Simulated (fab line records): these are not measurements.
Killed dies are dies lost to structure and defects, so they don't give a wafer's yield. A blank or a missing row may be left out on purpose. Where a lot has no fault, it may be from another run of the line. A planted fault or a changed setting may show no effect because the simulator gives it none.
Which of the tools did it? | flow nand_harc | 12 lots with 36 wafers sampled at 5 steps, on a route of 1302 steps

WHAT EACH GAUGE READ, for each wafer
NHARC_P_M0_THK_MEAS_24: measures by xrf.
lot  | measured     | on            | thk_nm (nm)
L988 | day 6 03:22  | film_metro-02 | 117.5 116.4 118.8
L989 | day 6 13:32  | film_metro-02 | 117.4 118.2 120.1
L992 | day 7 22:35  | film_metro-01 | 120.2 119.2 117.1
L994 | day 8 15:25  | film_metro-02 | 118.5 117.4 120.3
L997 | day 9 18:38  | film_metro-01 | 119.3 115.5 118.2
L101 | day 11 09:08 | film_metro-02 | 116.9 116.8 117.2
L103 | day 12 07:07 | film_metro-01 | 120.0 118.3 119.2
L102 | day 12 08:04 | film_metro-01 | 118.9 117.7 115.2
L104 | day 13 02:03 | film_metro-01 | 118.5 118.7 118.3
L105 | day 13 09:24 | film_metro-01 | 118.2 118.6 116.8
L106 | day 13 11:22 | film_metro-01 | 116.1 116.4 116.9
L109 | day 14 16:49 | film_metro-01 | 115.7 118.7 114.8

NHARC_END_SORT_01.
lot  | measured     | on        | defect_limited_yield (%) | killed_at_array | killed_at_other | killed_at_periphery | killed_dies | killed_open | killed_short | sort_bin_2_pct (%) | sort_bin_3_pct (%) | sort_bin_4_pct (%) | sort_n_pass | sort_rim_yield_pct (%) | sort_yield_pct (%)
L101 | day 29 12:34 | prober-02 | 88.6 88.8 91.0           | 64 66 58        | 4 3 1           | 9 7 2               | 77 76 61    | 3 1 5       | 3 4 2        | 4.3 3.4 4.0        | 1.0 0.6 0.7        | 6.1 7.2 4.3        | 600 601 616 | 79 82 93               | 88.6 88.8 91.0
L103 | day 30 21:44 | prober-02 | 87.3 90.8 87.1           | 73 52 75        | 0 0 1           | 13 10 11            | 86 62 87    | 2 3 3       | 2 4 8        | 3.5 3.2 4.9        | 0.9 1.0 0.6        | 8.3 4.9 7.4        | 591 615 590 | 89 90 89               | 87.3 90.8 87.1
L104 | day 31 12:55 | prober-01 | 93.5 92.6 92.9           | 41 36 40        | 2 2 1           | 1 12 7              | 44 50 48    | 3 4 5       | 0 2 4        | 1.9 3.7 2.7        | 0.3 0.6 0.4        | 4.3 3.1 4.0        | 633 627 629 | 88 87 84               | 93.5 92.6 92.9

WHAT TOOL EACH LOT RAN ON (gives the tool, then ch and the chambers of the sampled wafers, and finally the start)
lot  | NHARC_P_M0_DEP_32               | NHARC_P_M1_ETCH_28                 | NHARC_P_M1_PVD_20
L988 | pecvd-04 ch 0,1,2, day 6 03:43  | rie_diel-04 ch 0,1,2, day 6 05:44  | pvd_sputter-03, no start
L989 | pecvd-03 ch 0,1,2, day 6 13:50  | rie_diel-04 ch 0,1, day 6 15:51    | pvd_sputter-03, no start
L992 | pecvd-04 ch 0,1,2, day 7 23:01  | rie_diel-07 ch 0,1,3, day 8 00:58  | pvd_sputter-03, no start
L994 | pecvd-04 ch 0,1,2, day 8 15:43  | rie_diel-13 ch 2,3, day 8 20:24    | pvd_sputter-03, no start
L997 | pecvd-03 ch 1,2, day 9 18:57    | rie_diel-04 ch 0,3, day 9 21:01    | pvd_sputter-02, no start
L101 | pecvd-03 ch 0,2, day 11 09:26   | rie_diel-04 ch 0,1,3, day 11 11:28 | pvd_sputter-01, day 29 12:34 or earlier
L103 | pecvd-03 ch 0,1,2, day 12 07:25 | rie_diel-04 ch 0,1,2, day 12 09:51 | pvd_sputter-03, day 30 21:44 or earlier
L102 | pecvd-03 ch 0,1,2, day 12 08:24 | rie_diel-07 ch 0,2,3, day 12 10:16 | pvd_sputter-02, no start
L104 | pecvd-04 ch 0,2, day 13 02:23   | rie_diel-04 ch 1,2, day 13 04:27   | pvd_sputter-02, day 31 12:55 or earlier
L105 | pecvd-01 ch 0,1,2, day 13 09:43 | rie_diel-13 ch 1,3, day 13 11:46   | pvd_sputter-03, no start
L106 | pecvd-03 ch 0,2, day 13 11:43   | rie_diel-13 ch 0,1,3, day 13 13:36 | pvd_sputter-02, no start
L109 | pecvd-01 ch 0,1,2, day 14 17:14 | rie_diel-13 ch 0,1,2, day 14 19:17 | pvd_sputter-03, no start
- NHARC_P_M0_DEP_32: deposits SiCN, target thk 30 nm.
- NHARC_P_M1_ETCH_28: etches the open film in CF4/N2, target depth 30 nm, time 72.99 s.
- NHARC_P_M1_PVD_20: deposits TaN, target thk 5 nm, time 8.06 s.

AS READ BY THE TOOLS THEMSELVES (means over the sampled wafers that have a number; for cases with no such wafer, the mark the record gives instead)
NHARC_P_M0_DEP_32.
lot  | tool     | heater_power_w (W) | susceptor_temp_C (C)
L988 | pecvd-04 | 565                | 369.97
L989 | pecvd-03 | 570                | 370.08
L992 | pecvd-04 | 564                | 370.07
L994 | pecvd-04 | 599                | 369.94
L997 | pecvd-03 | 577                | 369.90
L101 | pecvd-03 | 568                | 369.83
L103 | pecvd-03 | 575                | 370.08
L102 | pecvd-03 | 537                | 369.99
L104 | pecvd-04 | 614                | 370.03
L105 | pecvd-01 | 595                | 370.00
L106 | pecvd-03 | 569                | 369.83
L109 | pecvd-01 | 566                | 369.99

NHARC_P_M1_ETCH_28.
lot  | tool        | drypump_motor_current_A (A) | oes_product_au (a.u.) | rf_vpp_V (V) | run_length_s (s) | showerhead_plenum_p_Torr (Torr) | throttle_valve_pct (%)
L988 | rie_diel-04 | 5.4                         | 0.991                 | 314.6        | 94.3             | 2.68                            | 19.801
L989 | rie_diel-04 | 5.4                         | 0.991                 | 315.4        | 93.8             | 2.71                            | 19.789
L992 | rie_diel-07 | 6.0                         | 0.997                 | 314.3        | 94.6             | 2.62                            | 19.796
L994 | rie_diel-13 | 5.3                         | 1.007                 | 313.4        | 94.1             | 2.60                            | 19.804
L997 | rie_diel-04 | 6.0                         | 0.998                 | 313.7        | 94.0             | 2.59                            | 19.796
L101 | rie_diel-04 | 5.7                         | 0.987                 | 314.4        | 74.7             | 2.65                            | 19.787
L103 | rie_diel-04 | 5.4                         | 0.991                 | 315.1        | 74.9             | 2.67                            | 19.793
L102 | rie_diel-07 | 6.0                         | 0.999                 | 314.2        | 94.4             | 2.63                            | 19.792
L104 | rie_diel-04 | 5.6                         | 0.989                 | 315.6        | 74.4             | 2.67                            | 19.802
L105 | rie_diel-13 | 5.7                         | 0.989                 | 314.8        | 94.0             | 2.64                            | 19.799
L106 | rie_diel-13 | 6.0                         | 1.008                 | 314.1        | 94.5             | 2.61                            | 19.799
L109 | rie_diel-13 | 5.9                         | 1.001                 | 311.8        | 94.4             | 2.53                            | 19.783

NHARC_P_M1_PVD_20.
lot  | tool           | throttle_valve_pct (%)
L988 | pvd_sputter-03 | 29.1
L989 | pvd_sputter-03 | 29.0
L992 | pvd_sputter-03 | 29.0
L994 | pvd_sputter-03 | 29.8
L997 | pvd_sputter-02 | 30.4
L101 | pvd_sputter-01 | 30.4
L103 | pvd_sputter-03 | 29.1
L102 | pvd_sputter-02 | 30.4
L104 | pvd_sputter-02 | 30.8
L105 | pvd_sputter-03 | 29.3
L106 | pvd_sputter-02 | 29.5
L109 | pvd_sputter-03 | 29.5

THE ANSWER, worked out from the rows above alone
Rule: the lots themselves supply what counts as usual. Put in order of their means at a reading, lots are off if they are a third of the lots or fewer, leave a main group of 4 or more, and stand apart from it by a gap of 3 or more times the standard deviation of the main group's means; of several such gaps the widest counts. If all means in a main group match to the digits the tables above print for the reading, that group is not used. Also off: a lot with no number at a reading for which 4 or more lots have one. Any other lot the step has rows for is counted as sound. After the gauges, taken in route order, come the tools' own readings; for these a lot's mean is taken, as printed above. At the first step where some lot is off, the reading lying furthest off is the one used; lots without a number count as furthest.
Off: L101, L103, L104, at NHARC_P_M1_ETCH_28 (run_length_s). The main group has a mean of 94.2 s with a standard deviation of 0.25.
If a tool, at that step or one of the process steps before it, ran each lot that is off and ran no sound lot following the first of them, it fits. One fits: rie_diel-04 at NHARC_P_M1_ETCH_28. Its last sound lot is L997 (day 9 21:01), its first lot that is off L101 (day 11 11:28): a fault that began between those two fits.
On the lots that are off, the tool's own readings at NHARC_P_M1_ETCH_28 differ by more than 5 times the standard deviation of the sound lots' means, which bears it out; run_length_s reads 74.7 s there versus 94.2 s on the sound lots.

WHAT THE SIMULATOR HAD PUT IN
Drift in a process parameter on rie_diel-04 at NHARC_P_M1_ETCH_28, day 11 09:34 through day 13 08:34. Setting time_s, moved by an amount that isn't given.
Struck lots among those shown: L101, L103, L104. The same result came from the rule above.
